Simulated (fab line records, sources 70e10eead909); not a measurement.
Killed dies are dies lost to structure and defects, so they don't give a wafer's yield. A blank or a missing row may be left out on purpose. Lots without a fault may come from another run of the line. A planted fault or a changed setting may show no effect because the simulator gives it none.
Chamber matching | flow nand_harc | NHARC_A_STAIRCASE_ETCH_444 on rie_diel-01: 4 sister chambers
The step etches the open film in C4F8/O2, target depth 10200 nm, time 3400 s. 7 wafers are shown with their chamber, then 7 later ones without.

WAFERS WITH THEIR CHAMBER
wafer  | chamber | rf_vpp_V (V) | oes_product_au (a.u.)
L226.3 | 1       | 801          | 0.924
L232.3 | 2       | 801          | 0.924
L233.1 | 2       | 800          | 0.938
L233.2 | 3       | 806          | 0.928
L233.4 | 0       | 805          | 0.936
L234.1 | 3       | 807          | 0.919
L234.3 | 0       | 804          | 0.926

WAFERS WITHOUT THEIR CHAMBER
wafer  | rf_vpp_V (V) | oes_product_au (a.u.)
L234.6 | 800          | 0.927
L237.1 | 807          | 0.921
L237.4 | 803          | 0.931
L237.6 | 804          | 0.920
L247.2 | 799          | 0.925
L247.4 | 807          | 0.922
L247.5 | 799          | 0.929

WHICH CHAMBER EACH WENT THROUGH
wafer  | from the rows above          | in truth
L234.6 | can't be placed: 2 or 1      | 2
L237.1 | 3                            | 3
L237.4 | can't be placed: 0 or 1 or 2 | 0
L237.6 | 0                            | 0
L247.2 | can't be placed: 2 or 1      | 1
L247.4 | 3                            | 3
L247.5 | can't be placed: 2 or 1      | 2
Placed correctly: 3 of 7. Can't be placed from these rows: 4 (the true chamber is among the candidates in 4). Placed wrongly: 0.
How it was worked out, from the rows above alone: a wafer's distance from a chamber is the root of the sum, over the readings, of the square of ((its reading less the chamber's mean) divided by the reading's scatter). The wafer belongs to the nearest chamber; if the next one is less than 2 further off, it can't be placed. A chamber's mean is the mean of its shown wafers. The scatter: the root of (the sum of the squares of (reading less its chamber's mean) over the shown wafers, divided by (wafers less chambers)).
